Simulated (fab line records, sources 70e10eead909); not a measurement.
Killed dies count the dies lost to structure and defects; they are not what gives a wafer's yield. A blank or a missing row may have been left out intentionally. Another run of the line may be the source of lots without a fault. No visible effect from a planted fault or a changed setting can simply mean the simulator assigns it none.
Chamber matching    flow nand harc    4 sister chambers for NHARC_A_STAIRCASE_ALD_415 on ald hk-01
The step deposits SiO2, target thk 30 nm, pulse time 6 s, ald cycles 300. 4 wafers are shown with their chamber, then 12 later ones without.

## WAFERS PAIRED WITH THEIR CHAMBERS
wafer   chamber  heater power w (W)
L085.2  2        432
L086.6  0        541
L089.1  1        482
L089.5  3        457

## WAFERS WITH NO CHAMBER GIVEN
wafer   heater power w (W)
L092.1  497
L092.3  464
L092.5  538
L093.3  444
L093.5  452
L093.6  523
L095.2  490
L095.4  437
L095.5  458
L096.1  505
L096.3  452
L096.4  434

## WHICH CHAMBER EACH WENT THROUGH
wafer   from the rows above      in truth
L092.1  1                        1
L092.3  can't be placed: 3 or 1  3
L092.5  0                        0
L093.3  can't be placed: 2 or 3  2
L093.5  can't be placed: 3 or 2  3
L093.6  0                        0
L095.2  1                        1
L095.4  can't be placed: 2 or 3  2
L095.5  3                        3
L096.1  can't be placed: 1 or 0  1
L096.3  can't be placed: 3 or 2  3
L096.4  can't be placed: 2 or 3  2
Correctly placed: 5 of 12. Can't be placed from these rows: 7 (the true chamber is among the candidates in 7). Wrongly placed: 0.
How it was worked out, from the rows above alone: a wafer's distance from a chamber is the root of the sum, over the readings, of the square of ((its reading less the chamber's mean) divided by the reading's scatter). The wafer belongs to the nearest chamber; if the next one is less than 2 further off, it can't be placed. For every chamber, the mean is computed from those of its wafers that are shown. The scatter: with one shown wafer a chamber, the root of the mean of the squares of how far each hidden wafer lies from its nearest shown one.
